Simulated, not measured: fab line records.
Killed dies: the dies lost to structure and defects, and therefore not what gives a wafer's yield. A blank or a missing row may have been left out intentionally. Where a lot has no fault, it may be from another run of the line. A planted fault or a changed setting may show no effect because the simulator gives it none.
Lot-split experiment :: flow n5-finfet :: 21 wafers read from 7 lots, route of 1938 steps

## SPLIT DETAILS
At N5_BEOL_M13_TRENCH_ETCH_34 (etches SiOC in C4F8/O2/Ar, target depth 413.47 nm, time 162.6 s), the setting time-s was moved away from the recipe's 162.6 s on 7 of the 21 wafers read, by -22.0% to +16.1%. This setting was run at the recipe's value on the other wafers.

## FROM THE SPLIT TO THE READING: what the file shows between them, 10 steps
- N5_BEOL_M13_STRIP_70: strips in C4F8/O2/Ar
- N5_BEOL_M13_OCD_MEAS_35
- N5_BEOL_M13_STRIP_37: strips in N2/H2
- N5_BEOL_M13_ETCH_38: etches SiCN in CF4/N2, target depth 67.5 nm, time 71.9 s
- N5_BEOL_M13_ECD_47: material Cu, target thk 936 nm
- N5_BEOL_M13_ANNEAL_48: time 90 s
- N5_BEOL_M13_CMP_49: polishes, stops on SiOC, t overpolish 17.1 s, target thk 420 nm
- N5_BEOL_M13_THK_MEAS_50: measures by xrf
- N5_BEOL_M13_PRE_CLEAN_52: time 15 s
- N5_BEOL_M13_DEP_53: deposits SiCN from 3MS/NH3, target thk 50 nm, time 17.8 s

## THE READING
At N5_BEOL_M13_RS_MEAS_54, a four-point-probe measurement gives M13_RS in ohm/sq. Fault-free wafers of this fab line usually give 0.0449 ohm/sq, standard deviation 0.00064 ohm/sq.

wafer: L074.3
tool, chamber at the split: rie-diel-06, 0
time-s as run, s: 162.6
against the recipe: recipe
M13_RS, ohm/sq: 0.0460
against lot-mates on the recipe: -

wafer: L074.4
tool, chamber at the split: rie-diel-06, 1
time-s as run, s: 162.6
against the recipe: recipe
M13_RS, ohm/sq: 0.0455
against lot-mates on the recipe: -

wafer: L074.5
tool, chamber at the split: rie-diel-06, 0
time-s as run, s: 162.6
against the recipe: recipe
M13_RS, ohm/sq: 0.0461
against lot-mates on the recipe: -

wafer: L080.1
tool, chamber at the split: rie-diel-03, 0
time-s as run, s: 162.6
against the recipe: recipe
M13_RS, ohm/sq: 0.0448
against lot-mates on the recipe: -

wafer: L080.2
tool, chamber at the split: rie-diel-03, 1
time-s as run, s: 162.6
against the recipe: recipe
M13_RS, ohm/sq: 0.0459
against lot-mates on the recipe: -

wafer: L080.3
tool, chamber at the split: rie-diel-03, 2
time-s as run, s: 162.6
against the recipe: recipe
M13_RS, ohm/sq: 0.0439
against lot-mates on the recipe: -

wafer: L083.1
tool, chamber at the split: rie-diel-04, 3
time-s as run, s: 162.6
against the recipe: recipe
M13_RS, ohm/sq: 0.0452
against lot-mates on the recipe: -

wafer: L083.4
tool, chamber at the split: rie-diel-04, 0
time-s as run, s: 162.6
against the recipe: recipe
M13_RS, ohm/sq: 0.0439
against lot-mates on the recipe: -

wafer: L083.6
tool, chamber at the split: rie-diel-04, 2
time-s as run, s: 162.6
against the recipe: recipe
M13_RS, ohm/sq: 0.0452
against lot-mates on the recipe: -

wafer: L087.2
tool, chamber at the split: rie-diel-04, 3
time-s as run, s: 188.7
against the recipe: +16.1%
M13_RS, ohm/sq: 0.0393
against lot-mates on the recipe: -0.0066

wafer: L087.4
tool, chamber at the split: rie-diel-04, 2
time-s as run, s: 162.6
against the recipe: recipe
M13_RS, ohm/sq: 0.0459
against lot-mates on the recipe: -

wafer: L087.6
tool, chamber at the split: rie-diel-04, 3
time-s as run, s: 188.7
against the recipe: +16.1%
M13_RS, ohm/sq: 0.0393
against lot-mates on the recipe: -0.0066

wafer: L090.3
tool, chamber at the split: rie-diel-04, 3
time-s as run, s: 162.6
against the recipe: recipe
M13_RS, ohm/sq: 0.0448
against lot-mates on the recipe: -

wafer: L090.4
tool, chamber at the split: rie-diel-04, 0
time-s as run, s: 162.6
against the recipe: recipe
M13_RS, ohm/sq: 0.0442
against lot-mates on the recipe: -

wafer: L090.6
tool, chamber at the split: rie-diel-04, 3
time-s as run, s: 177
against the recipe: +8.9%
M13_RS, ohm/sq: 0.0413
against lot-mates on the recipe: -0.0032

wafer: L091.1
tool, chamber at the split: rie-diel-06, 0
time-s as run, s: 129.4
against the recipe: -20.4%
M13_RS, ohm/sq: 0.0566
against lot-mates on the recipe: +0.0114

wafer: L091.5
tool, chamber at the split: rie-diel-06, 3
time-s as run, s: 162.6
against the recipe: recipe
M13_RS, ohm/sq: 0.0452
against lot-mates on the recipe: -

wafer: L091.6
tool, chamber at the split: rie-diel-06, 2
time-s as run, s: 129.4
against the recipe: -20.4%
M13_RS, ohm/sq: 0.0577
against lot-mates on the recipe: +0.0125

wafer: L094.1
tool, chamber at the split: rie-diel-03, 3
time-s as run, s: 126.9
against the recipe: -22.0%
M13_RS, ohm/sq: 0.0577
against lot-mates on the recipe: +0.0137

wafer: L094.3
tool, chamber at the split: rie-diel-03, 1
time-s as run, s: 126.9
against the recipe: -22.0%
M13_RS, ohm/sq: 0.0588
against lot-mates on the recipe: +0.0148

wafer: L094.4
tool, chamber at the split: rie-diel-03, 0
time-s as run, s: 162.6
against the recipe: recipe
M13_RS, ohm/sq: 0.0440
against lot-mates on the recipe: -

THE FIT
A straight line over all 21 wafers: M13_RS changes by -0.00053 ohm/sq for each +1% of time-s; r = -0.98; the points scatter about the line by 0.0012 ohm/sq.
The same after taking each lot's own level away (the mean of its wafers on the recipe; 21 wafers): -0.000556 ohm/sq for each +1%; r = -0.99; scatter 0.0011 ohm/sq.
Per that fit: largest time-s move, reading shift of 0.012 ohm/sq.
Measured against the standard deviation above, the lots' own levels, which go from 0.04400 to 0.04590 ohm/sq, span 3.0 times it.
The two slopes agree, so the slope changes little with the lot-to-lot level.
Check: +0.0125 ohm/sq against its lot-mates is what the line predicts for one of the wafers moved furthest among these (-22.0%) when that wafer is left out of the fit. It came out at +0.0137 ohm/sq against them.

## THESE WAFERS: OTHER SPLITS
Note: prior to the reading, these wafers also went through further splits. Each is held against what the fit with the lots' levels taken away leaves over:
other split on the same wafers: N5_BEOL_M10_COAT_05 spin-rpm
wafers away from the commonest value: 8
r with M13_RS (lot level and that fit taken away): -0.12

other split on the same wafers: N5_BEOL_M11_COAT_05 spin-rpm
wafers away from the commonest value: 9
r with M13_RS (lot level and that fit taken away): -0.02

other split on the same wafers: N5_BEOL_M12_CMP_49 down-force-psi
wafers away from the commonest value: 7
r with M13_RS (lot level and that fit taken away): -0.04

other split on the same wafers: N5_BEOL_M13_EXPOSE_07 dose-mj
wafers away from the commonest value: 4
r with M13_RS (lot level and that fit taken away): -0.14

## THE WHOLE CHAIN: every reading that the file lists as answering this split, in the file's order
step: N5_BEOL_M13_TRENCH_ETCH_34
what it does: etches SiOC in C4F8/O2/Ar, target depth 413.47 nm, time 162.6 s
reading: etch.depth-nm (the simulator's own value, which no gauge read)
change (the file's fit): +4.29 nm for each +1% of the setting
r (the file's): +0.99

step: N5_BEOL_M13_OCD_MEAS_35
what it does: 
reading: trench-depth-nm
change (the file's fit): +4.29 nm for each +1% of the setting
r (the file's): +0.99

step: N5_BEOL_M13_CMP_49
what it does: polishes, stops on SiOC, t overpolish 17.1 s, target thk 420 nm
reading: Cu_of_BEOL_M13_ECD_47.thk-nm (the simulator's own value, which no gauge read)
change (the file's fit): +4.33 nm for each +1% of the setting
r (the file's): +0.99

step: N5_BEOL_M13_THK_MEAS_50
what it does: measures by xrf
reading: M13_THK
change (the file's fit): +4.23 for each +1% of the setting
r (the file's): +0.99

step: N5_BEOL_M13_RS_MEAS_54
what it does: measures by four-point-probe
reading: M13_RS
change (the file's fit): -0.000561 for each +1% of the setting
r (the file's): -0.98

## THE FILE'S OWN FIT
M13_RS changes by -0.000561 ohm/sq for each +1% of time-s, r = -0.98.
